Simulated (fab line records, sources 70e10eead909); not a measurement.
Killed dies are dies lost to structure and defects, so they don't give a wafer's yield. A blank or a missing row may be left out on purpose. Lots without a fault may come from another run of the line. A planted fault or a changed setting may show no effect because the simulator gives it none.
A struck lot beside a sound one | flow nand_harc | 14 steps out of a route of 1159
Sound: wafers L670.2, L670.3, L670.4. Struck: wafers L685.2, L685.6. The cause comes at the end.
At each step with rows: each side's tool, then ch and its chambers, then its first start. Under that, the readings that differ: sound wafers | struck wafers | difference of the means | sigmas: that difference in standard deviations of wafers without a fault.
alike: readings whose means differ by less than 2 such deviations, and words and numbers that are the same on both sides. not compared: withheld readings, readings that some wafer has no value for, bounds like >300 that may hide the same value, and numbers for which the record gives no deviation and whose values overlap.
The two part at a step that has a row with sigmas, a row that says differs or no value, or rows on one side only. Numbers that don't overlap but have no deviation are shown without sigmas and don't part them. A reading that every wafer of one side lacks parts them only if that side has two wafers or more.

first, 7 steps without rows for these wafers: NHARC_A_BLC_COAT_03 (time 65 s); NHARC_A_BLC_COAT_04 (resist thk 90 nm); NHARC_A_BLC_SOFTBAKE_05 (time 55 s); NHARC_A_BLC_EBR_06; NHARC_A_BLC_EXPOSE_07 (exposes mask A BLC, target cd 100 nm); NHARC_A_BLC_PEB_08 (peb time 65 s); NHARC_A_BLC_DEVELOP_09 (develop time 35 s).
NHARC_A_BLC_CD_MEAS_10: target cd 100 nm.
  sound on cd_sem-01 ch 0, day 17 11:30; struck on cd_sem-01 ch 0, day 22 02:38
  alike: cd_nm
NHARC_A_BLC_OVL_MEAS_11:
  sound on overlay-01, day 17 11:35; struck on overlay-01, day 22 02:43
  alike: overlay_x_nm, overlay_y_nm
NHARC_A_BLC_INSPECT_12:
  sound on defect_inspect-01, day 17 11:37; struck on defect_inspect-01, day 22 02:45
  alike: raw_defect_count
NHARC_A_BLC_DESCUM_15: chemistry O2, time 3 s.
  sound on rie_diel-11 ch 0,1,3, day 17 11:41; struck on rie_diel-07 ch 1,2, day 22 02:49
  alike: drypump_motor_current_A, mfc_ar_sccm, oes_product_au, rf_vpp_V, showerhead_plenum_p_Torr, throttle_valve_pct
  not compared: rf_hours_counter_h
NHARC_A_BLC_ETCH_16: etches the open film in CF4, target depth 39 nm, time 65 s.
  sound on rie_diel-11 ch 0,1,2, day 17 11:46; struck on rie_diel-07 ch 1, day 22 02:58
  reading          | sound             | struck      | difference | sigmas
  rf_vpp_V (V)     | 151.9 151.5 151.8 | 150.3 148.6 | -2.3       | -2
  run_length_s (s) | 86.1 86.9 86.2    | 85.4 85.5   | -1.0       | -2
  alike: bias_w, drypump_motor_current_A, mfc_ar_sccm, oes_product_au, showerhead_plenum_p_Torr, throttle_valve_pct
  not compared: rf_hours_counter_h
NHARC_A_BLC_ETCH_17: etches the open film in N2/H2, target depth 390 nm, time 609.38 s.
  sound on rie_diel-11 ch 0,1,3, day 17 11:52; struck on rie_diel-07 ch 1,2, day 22 03:10
  reading          | sound             | struck      | difference                    | sigmas
  bias_w (W)       | 150.0 149.9 150.1 | - -         | no value on the struck wafers |
  run_length_s (s) | 630.3 630.6 630.1 | 530.7 530.1 | -99.9                         | -99 or more
  alike: drypump_motor_current_A, h2_flow_sccm, mfc_ar_sccm, oes_product_au, rf_vpp_V, showerhead_plenum_p_Torr, throttle_valve_pct
  not compared: rf_hours_counter_h
NHARC_A_BLC_ETCH_18: etches the open film in C4F8/O2/Ar, target depth 910 nm.
  sound on rie_diel-11 ch 0,1,3; struck on rie_diel-07 ch 2
  reading               | sound             | struck      | difference | sigmas
  oes_product_au (a.u.) | 0.962 0.968 0.961 | 0.895 0.907 | -0.063     | -3
  alike: bias_w, rf_vpp_V
  not compared: rf_hours_counter_h

WHERE THEY PART
First at NHARC_A_BLC_ETCH_16; last, within this record, at NHARC_A_BLC_ETCH_18.

WHY: what the simulator had put in
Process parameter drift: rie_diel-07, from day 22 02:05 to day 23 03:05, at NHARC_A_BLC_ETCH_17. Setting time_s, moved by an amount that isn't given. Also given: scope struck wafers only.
